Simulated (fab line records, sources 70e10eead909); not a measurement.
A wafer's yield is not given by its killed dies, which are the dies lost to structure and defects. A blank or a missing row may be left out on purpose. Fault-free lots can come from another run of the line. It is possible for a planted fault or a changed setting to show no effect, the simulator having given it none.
Which of the tools did it? + flow nand harc + route of 1159 steps, sampled at 1 step: 6 lots, 18 wafers

WHAT EACH GAUGE READ, for each wafer
NHARC_P_M1_THK_MEAS_24: measures by xrf.
| lot  | measured     | on            | thk nm (nm)       |
|------|--------------|---------------|-------------------|
| L865 | day 6 17:16  | film metro-01 | 158.8 158.0 156.8 |
| L867 | day 7 03:34  | film metro-02 | 157.5 155.9 156.9 |
| L870 | day 7 18:47  | film metro-01 | 157.3 157.2 157.7 |
| L873 | day 8 19:46  | film metro-01 | 158.4 157.9 156.3 |
| L882 | day 10 23:58 | film metro-01 | 158.7 159.5 156.5 |
| L885 | day 11 12:28 | film metro-02 | 158.1 155.5 157.5 |

WHAT TOOL EACH LOT RAN ON (gives the tool, then ch and the chambers of the sampled wafers, and finally the start)
Before these readings, the record contains no process step.

THE ANSWER, worked out from the rows above alone
Rule: what is usual is taken from the lots themselves. Put in order of their means at a reading, lots are off if they are a third of the lots or fewer, leave a main group of 4 or more, and stand apart from it by a gap of 3 or more times the standard deviation of the main group's means; of several such gaps the widest counts. If all means in a main group match to the digits the tables above print for the reading, that group is not used. A lot without any number at a reading at which 4 lots or more have one is off too. Where the step has rows for the other lots, those lots are counted as sound.
None of the lots is off at any reading shown; this tells nothing.

WHAT THE SIMULATOR HAD INSERTED
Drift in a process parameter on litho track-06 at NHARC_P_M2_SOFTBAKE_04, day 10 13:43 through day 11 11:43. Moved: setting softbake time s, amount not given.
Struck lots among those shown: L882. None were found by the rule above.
